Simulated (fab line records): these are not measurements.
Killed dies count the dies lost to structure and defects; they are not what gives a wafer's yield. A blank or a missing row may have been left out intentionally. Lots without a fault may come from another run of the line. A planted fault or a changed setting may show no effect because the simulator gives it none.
Which of the tools did it? || flow nandHarc || 24 lots, 72 wafers sampled, at 3 steps of a route of 1302

== WHAT THE GAUGES SHOWED, per wafer ==
NHARC_A_SLIT_CD_MEAS_21. Usual: cdNm at 289.4 nm, with a standard deviation of 1.1.
{"lot": "L074", "measured": "day 19 14:40", "on": "cdSem-01", "cdNm (nm)": "288.2 290.5 288.4", "flag": ""}
{"lot": "L075", "measured": "day 20 10:34", "on": "cdSem-03", "cdNm (nm)": "289.4 288.9 289.7", "flag": ""}
{"lot": "L076", "measured": "day 20 09:50", "on": "cdSem-01", "cdNm (nm)": "289.3 290.6 290.9", "flag": ""}
{"lot": "L077", "measured": "day 21 18:17", "on": "cdSem-01", "cdNm (nm)": "289.6 289.2 289.9", "flag": ""}
{"lot": "L079", "measured": "day 21 22:08", "on": "cdSem-01", "cdNm (nm)": "289.9 290.1 289.6", "flag": ""}
{"lot": "L078", "measured": "day 21 19:47", "on": "cdSem-01", "cdNm (nm)": "289.0 289.2 288.9", "flag": ""}
{"lot": "L080", "measured": "day 22 13:31", "on": "cdSem-02", "cdNm (nm)": "289.7 289.7 288.6", "flag": ""}
{"lot": "L081", "measured": "day 23 09:31", "on": "cdSem-03", "cdNm (nm)": "290.5 290.0 290.4", "flag": ""}
{"lot": "L082", "measured": "day 23 05:44", "on": "cdSem-02", "cdNm (nm)": "289.3 288.5 288.6", "flag": ""}
{"lot": "L084", "measured": "day 24 03:29", "on": "cdSem-03", "cdNm (nm)": "288.9 290.5 288.7", "flag": ""}
{"lot": "L083", "measured": "day 24 05:11", "on": "cdSem-01", "cdNm (nm)": "289.8 287.8 290.6", "flag": ""}
{"lot": "L085", "measured": "day 24 17:28", "on": "cdSem-01", "cdNm (nm)": "291.0 289.4 289.1", "flag": ""}
{"lot": "L086", "measured": "day 25 00:00", "on": "cdSem-03", "cdNm (nm)": "290.3 288.8 289.8", "flag": ""}
{"lot": "L088", "measured": "day 25 11:15", "on": "cdSem-03", "cdNm (nm)": "289.6 288.8 289.8", "flag": ""}
{"lot": "L087", "measured": "day 25 12:02", "on": "cdSem-02", "cdNm (nm)": "285.9 288.3 286.4", "flag": ""}
{"lot": "L089", "measured": "day 26 03:36", "on": "cdSem-03", "cdNm (nm)": "290.2 289.5 289.0", "flag": ""}
{"lot": "L091", "measured": "day 26 07:28", "on": "cdSem-03", "cdNm (nm)": "287.5 289.6 288.0", "flag": ""}
{"lot": "L090", "measured": "day 26 15:52", "on": "cdSem-03", "cdNm (nm)": "289.0 290.0 290.3", "flag": ""}
{"lot": "L093", "measured": "day 27 14:11", "on": "cdSem-01", "cdNm (nm)": "288.6 288.1 289.4", "flag": ""}
{"lot": "L092", "measured": "day 27 14:26", "on": "cdSem-01", "cdNm (nm)": "289.5 289.9 289.7", "flag": ""}
{"lot": "L094", "measured": "day 27 23:00", "on": "cdSem-03", "cdNm (nm)": "290.8 290.1 290.7", "flag": ""}
{"lot": "L095", "measured": "day 28 13:10", "on": "cdSem-03", "cdNm (nm)": "287.5 289.0 287.7", "flag": ""}
{"lot": "L096", "measured": "day 28 16:26", "on": "cdSem-03", "cdNm (nm)": "290.8 290.4 292.0", "flag": ""}
{"lot": "L097", "measured": "day 29 10:14", "on": "cdSem-01", "cdNm (nm)": "291.0 291.0 291.0", "flag": ""}

== WHAT TOOL EACH LOT RAN ON (gives the tool, then ch and the chambers of the sampled wafers, and finally the start) ==
{"lot": "L074", "NHARC_A_STAIRCASE_CMP_450": "cmp-03 ch 0,1,2, day 18 14:31", "NHARC_A_STAIRCASE_ETCHBACK_157": "rieDiel-09 ch 0,1,3, day 18 15:28"}
{"lot": "L075", "NHARC_A_STAIRCASE_CMP_450": "cmp-04 ch 1,3, day 19 11:22", "NHARC_A_STAIRCASE_ETCHBACK_157": "rieDiel-12 ch 0,2,3, day 19 12:17"}
{"lot": "L076", "NHARC_A_STAIRCASE_CMP_450": "cmp-03 ch 0,1,3, day 19 11:31", "NHARC_A_STAIRCASE_ETCHBACK_157": "rieDiel-02 ch 1,2,3, day 19 12:25"}
{"lot": "L077", "NHARC_A_STAIRCASE_CMP_450": "cmp-01 ch 1,2,3, day 20 14:44", "NHARC_A_STAIRCASE_ETCHBACK_157": "rieDiel-02 ch 0,1,2, day 20 15:40"}
{"lot": "L079", "NHARC_A_STAIRCASE_CMP_450": "cmp-03 ch 0,2, day 20 14:49", "NHARC_A_STAIRCASE_ETCHBACK_157": "rieDiel-12 ch 0,1, day 20 15:42"}
{"lot": "L078", "NHARC_A_STAIRCASE_CMP_450": "cmp-01 ch 2,3, day 20 15:01", "NHARC_A_STAIRCASE_ETCHBACK_157": "rieDiel-02 ch 0,1,2, day 20 15:55"}
{"lot": "L080", "NHARC_A_STAIRCASE_CMP_450": "cmp-01 ch 0,1,3, day 21 10:41", "NHARC_A_STAIRCASE_ETCHBACK_157": "rieDiel-12 ch 0,2,3, day 21 11:40"}
{"lot": "L081", "NHARC_A_STAIRCASE_CMP_450": "cmp-01 ch 0,1,2, day 22 08:22", "NHARC_A_STAIRCASE_ETCHBACK_157": "rieDiel-09 ch 0,1,3, day 22 09:16"}
{"lot": "L082", "NHARC_A_STAIRCASE_CMP_450": "cmp-04 ch 1,2, day 22 08:32", "NHARC_A_STAIRCASE_ETCHBACK_157": "rieDiel-02 ch 0,2,3, day 22 09:27"}
{"lot": "L084", "NHARC_A_STAIRCASE_CMP_450": "cmp-01 ch 0,2,3, day 23 06:14", "NHARC_A_STAIRCASE_ETCHBACK_157": "rieDiel-02 ch 0,1,2, day 23 07:08"}
{"lot": "L083", "NHARC_A_STAIRCASE_CMP_450": "cmp-04 ch 1,2,3, day 23 06:30", "NHARC_A_STAIRCASE_ETCHBACK_157": "rieDiel-02 ch 0,1, day 23 07:23"}
{"lot": "L085", "NHARC_A_STAIRCASE_CMP_450": "cmp-03 ch 0,1,3, day 23 16:29", "NHARC_A_STAIRCASE_ETCHBACK_157": "rieDiel-12 ch 0,1,3, day 23 17:25"}
{"lot": "L086", "NHARC_A_STAIRCASE_CMP_450": "cmp-04 ch 0,2,3, day 23 22:59", "NHARC_A_STAIRCASE_ETCHBACK_157": "rieDiel-02 ch 1,3, day 23 23:52"}
{"lot": "L088", "NHARC_A_STAIRCASE_CMP_450": "cmp-04 ch 1,2,3, day 24 14:33", "NHARC_A_STAIRCASE_ETCHBACK_157": "rieDiel-12 ch 1,2,3, day 24 15:26"}
{"lot": "L087", "NHARC_A_STAIRCASE_CMP_450": "cmp-03 ch 0,1,3, day 24 14:46", "NHARC_A_STAIRCASE_ETCHBACK_157": "rieDiel-02 ch 1,2,3, day 24 15:39"}
{"lot": "L089", "NHARC_A_STAIRCASE_CMP_450": "cmp-04 ch 0,2,3, day 25 06:20", "NHARC_A_STAIRCASE_ETCHBACK_157": "rieDiel-09 ch 0,1,2, day 25 07:15"}
{"lot": "L091", "NHARC_A_STAIRCASE_CMP_450": "cmp-04 ch 1,2,3, day 25 09:44", "NHARC_A_STAIRCASE_ETCHBACK_157": "rieDiel-09 ch 1,3, day 25 10:39"}
{"lot": "L090", "NHARC_A_STAIRCASE_CMP_450": "cmp-03 ch 0,3, day 25 18:48", "NHARC_A_STAIRCASE_ETCHBACK_157": "rieDiel-12 ch 0,3, day 25 19:43"}
{"lot": "L093", "NHARC_A_STAIRCASE_CMP_450": "cmp-03 ch 0,2,3, day 26 15:44", "NHARC_A_STAIRCASE_ETCHBACK_157": "rieDiel-02 ch 1,2,3, day 26 16:38"}
{"lot": "L092", "NHARC_A_STAIRCASE_CMP_450": "cmp-04 ch 1,2, day 26 15:56", "NHARC_A_STAIRCASE_ETCHBACK_157": "rieDiel-02 ch 1,2, day 26 16:51"}
{"lot": "L094", "NHARC_A_STAIRCASE_CMP_450": "cmp-03 ch 0,2,3, day 27 02:02", "NHARC_A_STAIRCASE_ETCHBACK_157": "rieDiel-02 ch 0,2, day 27 02:58"}
{"lot": "L095", "NHARC_A_STAIRCASE_CMP_450": "cmp-04 ch 0,1,3, day 27 12:16", "NHARC_A_STAIRCASE_ETCHBACK_157": "rieDiel-02 ch 0,2,3, day 27 13:11"}
{"lot": "L096", "NHARC_A_STAIRCASE_CMP_450": "cmp-03 ch 0,2, day 27 12:34", "NHARC_A_STAIRCASE_ETCHBACK_157": "rieDiel-09 ch 0,1,3, day 27 13:29"}
{"lot": "L097", "NHARC_A_STAIRCASE_CMP_450": "cmp-04 ch 0,1,3, day 28 13:36", "NHARC_A_STAIRCASE_ETCHBACK_157": "rieDiel-02 ch 0,1, day 28 14:29"}
- NHARC_A_STAIRCASE_CMP_450: polishes SiO2, target thk 200 nm.
- NHARC_A_STAIRCASE_ETCHBACK_157: etches the open film in CH3F/O2, target depth 90 nm, time 167.14 s.

== WHAT THE TOOLS THEMSELVES READ (means of the sampled wafers that have a number; where no wafer has one, the mark that the record gives instead) ==
NHARC_A_STAIRCASE_CMP_450. Usual: motorCurrentA at 12.1 A, with a standard deviation of 1.2.
{"lot": "L074", "tool": "cmp-03", "motorCurrentA (A)": 12.5, "flag": ""}
{"lot": "L075", "tool": "cmp-04", "motorCurrentA (A)": 12.8, "flag": ""}
{"lot": "L076", "tool": "cmp-03", "motorCurrentA (A)": 12.5, "flag": ""}
{"lot": "L077", "tool": "cmp-01", "motorCurrentA (A)": 13.2, "flag": ""}
{"lot": "L079", "tool": "cmp-03", "motorCurrentA (A)": 12.5, "flag": ""}
{"lot": "L078", "tool": "cmp-01", "motorCurrentA (A)": 13.4, "flag": ""}
{"lot": "L080", "tool": "cmp-01", "motorCurrentA (A)": 12.7, "flag": ""}
{"lot": "L081", "tool": "cmp-01", "motorCurrentA (A)": 13.4, "flag": ""}
{"lot": "L082", "tool": "cmp-04", "motorCurrentA (A)": 11.2, "flag": ""}
{"lot": "L084", "tool": "cmp-01", "motorCurrentA (A)": 13.2, "flag": ""}
{"lot": "L083", "tool": "cmp-04", "motorCurrentA (A)": 11.7, "flag": ""}
{"lot": "L085", "tool": "cmp-03", "motorCurrentA (A)": 12.4, "flag": ""}
{"lot": "L086", "tool": "cmp-04", "motorCurrentA (A)": 11.7, "flag": ""}
{"lot": "L088", "tool": "cmp-04", "motorCurrentA (A)": 11.8, "flag": ""}
{"lot": "L087", "tool": "cmp-03", "motorCurrentA (A)": 12.5, "flag": ""}
{"lot": "L089", "tool": "cmp-04", "motorCurrentA (A)": 12.3, "flag": ""}
{"lot": "L091", "tool": "cmp-04", "motorCurrentA (A)": 12.1, "flag": ""}
{"lot": "L090", "tool": "cmp-03", "motorCurrentA (A)": 11.5, "flag": ""}
{"lot": "L093", "tool": "cmp-03", "motorCurrentA (A)": 11.6, "flag": ""}
{"lot": "L092", "tool": "cmp-04", "motorCurrentA (A)": 11.0, "flag": ""}
{"lot": "L094", "tool": "cmp-03", "motorCurrentA (A)": 11.6, "flag": ""}
{"lot": "L095", "tool": "cmp-04", "motorCurrentA (A)": 12.2, "flag": ""}
{"lot": "L096", "tool": "cmp-03", "motorCurrentA (A)": 11.7, "flag": ""}
{"lot": "L097", "tool": "cmp-04", "motorCurrentA (A)": 12.0, "flag": ""}

NHARC_A_STAIRCASE_ETCHBACK_157. Usual: drypumpMotorCurrentA 5.7 A, standard deviation 0.35; mfcArSccm 199.9 sccm, standard deviation 0.58; oesProductAu 0.97 a.u., standard deviation 0.036; rfVppV 243.7 V, standard deviation 1.6; showerheadPlenumPTorr 2.42 Torr, standard deviation 0.096; throttleValvePct 20.663 %, standard deviation 0.0083.
{"lot": "L074", "tool": "rieDiel-09", "drypumpMotorCurrentA (A)": 5.8, "mfcArSccm (sccm)": 200.3, "oesProductAu (a.u.)": 0.92, "rfVppV (V)": 243.9, "showerheadPlenumPTorr (Torr)": 2.43, "throttleValvePct (%)": 20.663, "flag": ""}
{"lot": "L075", "tool": "rieDiel-12", "drypumpMotorCurrentA (A)": 5.6, "mfcArSccm (sccm)": 200.1, "oesProductAu (a.u.)": 0.93, "rfVppV (V)": 245.1, "showerheadPlenumPTorr (Torr)": 2.53, "throttleValvePct (%)": 20.663, "flag": ""}
{"lot": "L076", "tool": "rieDiel-02", "drypumpMotorCurrentA (A)": 5.6, "mfcArSccm (sccm)": 199.8, "oesProductAu (a.u.)": 1.01, "rfVppV (V)": 243.9, "showerheadPlenumPTorr (Torr)": 2.37, "throttleValvePct (%)": 20.674, "flag": ""}
{"lot": "L077", "tool": "rieDiel-02", "drypumpMotorCurrentA (A)": 5.9, "mfcArSccm (sccm)": 199.9, "oesProductAu (a.u.)": 1.00, "rfVppV (V)": 244.2, "showerheadPlenumPTorr (Torr)": 2.41, "throttleValvePct (%)": 20.664, "flag": ""}
{"lot": "L079", "tool": "rieDiel-12", "drypumpMotorCurrentA (A)": 5.6, "mfcArSccm (sccm)": 199.8, "oesProductAu (a.u.)": 1.01, "rfVppV (V)": 243.1, "showerheadPlenumPTorr (Torr)": 2.38, "throttleValvePct (%)": 20.676, "flag": ""}
{"lot": "L078", "tool": "rieDiel-02", "drypumpMotorCurrentA (A)": 5.9, "mfcArSccm (sccm)": 199.9, "oesProductAu (a.u.)": 0.92, "rfVppV (V)": 243.0, "showerheadPlenumPTorr (Torr)": 2.41, "throttleValvePct (%)": 20.665, "flag": ""}
{"lot": "L080", "tool": "rieDiel-12", "drypumpMotorCurrentA (A)": 5.6, "mfcArSccm (sccm)": 199.9, "oesProductAu (a.u.)": 1.01, "rfVppV (V)": 246.0, "showerheadPlenumPTorr (Torr)": 2.53, "throttleValvePct (%)": 20.661, "flag": ""}
{"lot": "L081", "tool": "rieDiel-09", "drypumpMotorCurrentA (A)": 5.8, "mfcArSccm (sccm)": 199.8, "oesProductAu (a.u.)": 1.01, "rfVppV (V)": 243.8, "showerheadPlenumPTorr (Torr)": 2.42, "throttleValvePct (%)": 20.667, "flag": ""}
{"lot": "L082", "tool": "rieDiel-02", "drypumpMotorCurrentA (A)": 5.7, "mfcArSccm (sccm)": 200.0, "oesProductAu (a.u.)": 1.00, "rfVppV (V)": 242.9, "showerheadPlenumPTorr (Torr)": 2.35, "throttleValvePct (%)": 20.664, "flag": ""}
{"lot": "L084", "tool": "rieDiel-02", "drypumpMotorCurrentA (A)": 5.9, "mfcArSccm (sccm)": 200.1, "oesProductAu (a.u.)": 0.93, "rfVppV (V)": 244.2, "showerheadPlenumPTorr (Torr)": 2.40, "throttleValvePct (%)": 20.677, "flag": ""}
{"lot": "L083", "tool": "rieDiel-02", "drypumpMotorCurrentA (A)": 6.0, "mfcArSccm (sccm)": 200.1, "oesProductAu (a.u.)": 1.00, "rfVppV (V)": 244.3, "showerheadPlenumPTorr (Torr)": 2.46, "throttleValvePct (%)": 20.663, "flag": ""}
{"lot": "L085", "tool": "rieDiel-12", "drypumpMotorCurrentA (A)": 5.4, "mfcArSccm (sccm)": 200.2, "oesProductAu (a.u.)": 0.93, "rfVppV (V)": 242.2, "showerheadPlenumPTorr (Torr)": 2.42, "throttleValvePct (%)": 20.657, "flag": ""}
{"lot": "L086", "tool": "rieDiel-02", "drypumpMotorCurrentA (A)": 5.5, "mfcArSccm (sccm)": 199.7, "oesProductAu (a.u.)": 0.94, "rfVppV (V)": 242.5, "showerheadPlenumPTorr (Torr)": 2.36, "throttleValvePct (%)": 20.658, "flag": ""}
{"lot": "L088", "tool": "rieDiel-12", "drypumpMotorCurrentA (A)": 5.6, "mfcArSccm (sccm)": 200.4, "oesProductAu (a.u.)": 0.96, "rfVppV (V)": 243.9, "showerheadPlenumPTorr (Torr)": 2.46, "throttleValvePct (%)": 20.659, "flag": ""}
{"lot": "L087", "tool": "rieDiel-02", "drypumpMotorCurrentA (A)": 5.6, "mfcArSccm (sccm)": 200.5, "oesProductAu (a.u.)": 0.99, "rfVppV (V)": 242.5, "showerheadPlenumPTorr (Torr)": 2.35, "throttleValvePct (%)": 20.670, "flag": ""}
{"lot": "L089", "tool": "rieDiel-09", "drypumpMotorCurrentA (A)": 5.7, "mfcArSccm (sccm)": 200.4, "oesProductAu (a.u.)": 0.92, "rfVppV (V)": 244.6, "showerheadPlenumPTorr (Torr)": 2.48, "throttleValvePct (%)": 20.654, "flag": ""}
{"lot": "L091", "tool": "rieDiel-09", "drypumpMotorCurrentA (A)": 6.0, "mfcArSccm (sccm)": 199.9, "oesProductAu (a.u.)": 0.93, "rfVppV (V)": 244.0, "showerheadPlenumPTorr (Torr)": 2.45, "throttleValvePct (%)": 20.667, "flag": ""}
{"lot": "L090", "tool": "rieDiel-12", "drypumpMotorCurrentA (A)": 5.4, "mfcArSccm (sccm)": 200.1, "oesProductAu (a.u.)": 1.01, "rfVppV (V)": 243.9, "showerheadPlenumPTorr (Torr)": 2.46, "throttleValvePct (%)": 20.668, "flag": ""}
{"lot": "L093", "tool": "rieDiel-02", "drypumpMotorCurrentA (A)": 5.7, "mfcArSccm (sccm)": 199.8, "oesProductAu (a.u.)": 1.01, "rfVppV (V)": 242.4, "showerheadPlenumPTorr (Torr)": 2.35, "throttleValvePct (%)": 20.662, "flag": ""}
{"lot": "L092", "tool": "rieDiel-02", "drypumpMotorCurrentA (A)": 5.8, "mfcArSccm (sccm)": 199.4, "oesProductAu (a.u.)": 0.99, "rfVppV (V)": 242.5, "showerheadPlenumPTorr (Torr)": 2.35, "throttleValvePct (%)": 20.666, "flag": ""}
{"lot": "L094", "tool": "rieDiel-02", "drypumpMotorCurrentA (A)": 5.9, "mfcArSccm (sccm)": 199.1, "oesProductAu (a.u.)": 0.99, "rfVppV (V)": 243.1, "showerheadPlenumPTorr (Torr)": 2.38, "throttleValvePct (%)": 20.665, "flag": ""}
{"lot": "L095", "tool": "rieDiel-02", "drypumpMotorCurrentA (A)": 5.7, "mfcArSccm (sccm)": 200.0, "oesProductAu (a.u.)": 1.00, "rfVppV (V)": 243.2, "showerheadPlenumPTorr (Torr)": 2.33, "throttleValvePct (%)": 20.664, "flag": ""}
{"lot": "L096", "tool": "rieDiel-09", "drypumpMotorCurrentA (A)": 5.8, "mfcArSccm (sccm)": 199.9, "oesProductAu (a.u.)": 0.96, "rfVppV (V)": 243.9, "showerheadPlenumPTorr (Torr)": 2.41, "throttleValvePct (%)": 20.660, "flag": ""}
{"lot": "L097", "tool": "rieDiel-02", "drypumpMotorCurrentA (A)": 6.1, "mfcArSccm (sccm)": 200.1, "oesProductAu (a.u.)": 0.98, "rfVppV (V)": 244.2, "showerheadPlenumPTorr (Torr)": 2.43, "throttleValvePct (%)": 20.663, "flag": ""}

== THE ANSWER, worked out from the rows above alone ==
Rule: take the mean of a lot's wafers that have a number; if it is more than 3 standard deviations from the usual mean, the lot is off. A lot without any number at a reading at which 4 lots or more have one is off too. All remaining lots with rows at the step are treated as sound. The gauges are gone through in route order, then the tools' own readings, and for those a lot's mean is taken as printed above. The first step at which some lot is off is used, and at that step the reading that is off furthest; a lot without a number counts as furthest.
Across all readings shown, no lot is off: no conclusion can be drawn from this.

== WHAT WAS PUT IN BY THE SIMULATOR ==
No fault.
